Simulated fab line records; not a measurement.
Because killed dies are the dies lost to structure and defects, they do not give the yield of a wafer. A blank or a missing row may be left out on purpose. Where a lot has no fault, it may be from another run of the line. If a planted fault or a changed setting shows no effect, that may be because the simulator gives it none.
A single fault, viewed from 2 desks | flow n5-finfet | only its own numbers are on each desk; what lay behind them is given at the end

## DESK OF THE TOOL OWNER: rie-diel-04
The tool's own readings at N5_SD_EPI_P_ETCHBACK_46 (etches SiNx in CH3F/O2, stops on SiO2, target depth 17.5 nm): means of the sampled wafers that have a number, for each lot that ran on this tool. A lot is out of limits, marked OUT, if its mean lies more than 4 standard deviations from the usual mean; the brackets give that distance.
Columns: A = drypump-motor-current-A at N5_SD_EPI_P_ETCHBACK_46, usual 5.7 A; B = oes-product-au at N5_SD_EPI_P_ETCHBACK_46, usual 0.68 a.u.; C = rf-fwd-power-W at N5_SD_EPI_P_ETCHBACK_46, usual 393.4 W; D = rf-vpp-V at N5_SD_EPI_P_ETCHBACK_46, usual 297 V; E = showerhead-plenum-p-Torr at N5_SD_EPI_P_ETCHBACK_46, usual 2.03 Torr; F = throttle-valve-pct at N5_SD_EPI_P_ETCHBACK_46, usual 16.30 %
lot  | first seen here | A   | B    | C     | D   | E    | F
L615 | day 3 08:22     | 5.2 | 0.61 | 393.0 | 294 | 2.01 | 16.37
L629 | day 6 20:38     | 5.1 | 0.67 | 394.5 | 298 | 2.06 | 16.11
L632 | day 7 11:23     | 5.8 | 0.75 | 394.4 | 298 | 2.07 | 16.17
L634 | day 7 23:32     | 5.1 | 0.63 | 393.1 | 298 | 2.06 | 16.10
This desk's verdict: no lot among the 4 shows anything out of limits.

## THE METROLOGY DESK
Lot by lot, what the gauges showed, no matter which tool ran the lot: averages of those sampled wafers that carry a number. A lot is out of limits, marked OUT, if its mean lies more than 4 standard deviations from the usual mean; the brackets give that distance. Of its 10 readings 7 are shown: those that lie furthest out on some lot.
Columns: A = DIBL_N at N5_BEOL_M4_RC_MEAS_101, usual 36.3 mV/V; B = DIBL_P at N5_BEOL_M4_RC_MEAS_101, usual 36.0 mV/V; C = IOFF_N at N5_BEOL_M4_RC_MEAS_101, usual 0.156 nA/um; D = IOFF_P at N5_BEOL_M4_RC_MEAS_101, usual 0.21 nA/um; E = SS_P at N5_BEOL_M4_RC_MEAS_101, usual 73.2 mV/dec; F = VT_N at N5_BEOL_M4_RC_MEAS_101, usual 250 mV; G = VT_P at N5_BEOL_M4_RC_MEAS_101, usual -251 mV
lot  | first seen here | A    | B    | C     | D    | E    | F   | G
L615 | day 7 17:49     | 33.6 | 34.5 | 0.118 | 0.17 | 72.5 | 254 | -254
L629 | day 11 08:37    | 36.9 | 38.5 | 0.173 | 0.21 | 73.2 | 251 | -252
L632 | day 11 21:23    | 34.2 | 36.0 | 0.131 | 0.20 | 72.8 | 254 | -252
L634 | day 12 16:25    | 36.4 | 36.7 | 0.158 | 0.22 | 73.7 | 250 | -250
L638 | day 14 08:04    | 38.5 | 36.8 | 0.176 | 0.25 | 73.5 | 248 | -245
This desk's verdict: no lot among the 5 shows anything out of limits.

## PUT TOGETHER
Nothing out of limits was seen by the tool owner's desk.
At the metrology desk, nothing out of limits was observed.

## WHAT THE SIMULATOR PUT IN
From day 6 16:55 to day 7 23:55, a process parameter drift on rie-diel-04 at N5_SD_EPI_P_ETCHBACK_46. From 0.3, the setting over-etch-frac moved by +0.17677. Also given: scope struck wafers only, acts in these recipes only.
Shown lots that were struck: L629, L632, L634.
